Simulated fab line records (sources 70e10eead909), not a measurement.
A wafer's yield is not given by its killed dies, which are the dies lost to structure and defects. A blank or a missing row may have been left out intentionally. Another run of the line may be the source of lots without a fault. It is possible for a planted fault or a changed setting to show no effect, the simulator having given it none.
Chamber matching    flow nand-harc    NHARC_A_SLIT_DEP_23 on pecvd-02 has 3 sister chambers
The step deposits SiON, target thk 100 nm. 3 wafers are shown with their chamber, then 8 later ones without.

== WAFERS PAIRED WITH THEIR CHAMBERS ==
wafer   chamber  heater-power-w (W)
L080.2  0        924
L080.4  1        741
L087.2  2        737

== WAFERS MISSING THEIR CHAMBER ==
wafer   heater-power-w (W)
L087.4  791
L087.5  727
L086.1  813
L086.3  759
L086.6  816
L093.1  743
L093.4  769
L093.5  793

== EACH ONE'S CHAMBER ==
wafer   from the rows above           in truth
L087.4  can't be placed: 1 or 2 or 0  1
L087.5  can't be placed: 2 or 1       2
L086.1  can't be placed: 1 or 2 or 0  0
L086.3  can't be placed: 1 or 2       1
L086.6  can't be placed: 1 or 2 or 0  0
L093.1  can't be placed: 1 or 2       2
L093.4  can't be placed: 1 or 2       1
L093.5  can't be placed: 1 or 2 or 0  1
Placed correctly: 0 of 8. These rows do not allow placing 8 (true chamber among the candidates in 8). Placed wrongly: 0.
How it was worked out, from the rows above alone: a wafer's distance from a chamber is the root of the sum, over the readings, of the square of ((its reading less the chamber's mean) divided by the reading's scatter). The wafer belongs to the nearest chamber; if the next one is less than 2 further off, it can't be placed. For every chamber, the mean is computed from those of its wafers that are shown. The scatter: with one shown wafer a chamber, the root of the mean of the squares of how far each hidden wafer lies from its nearest shown one.
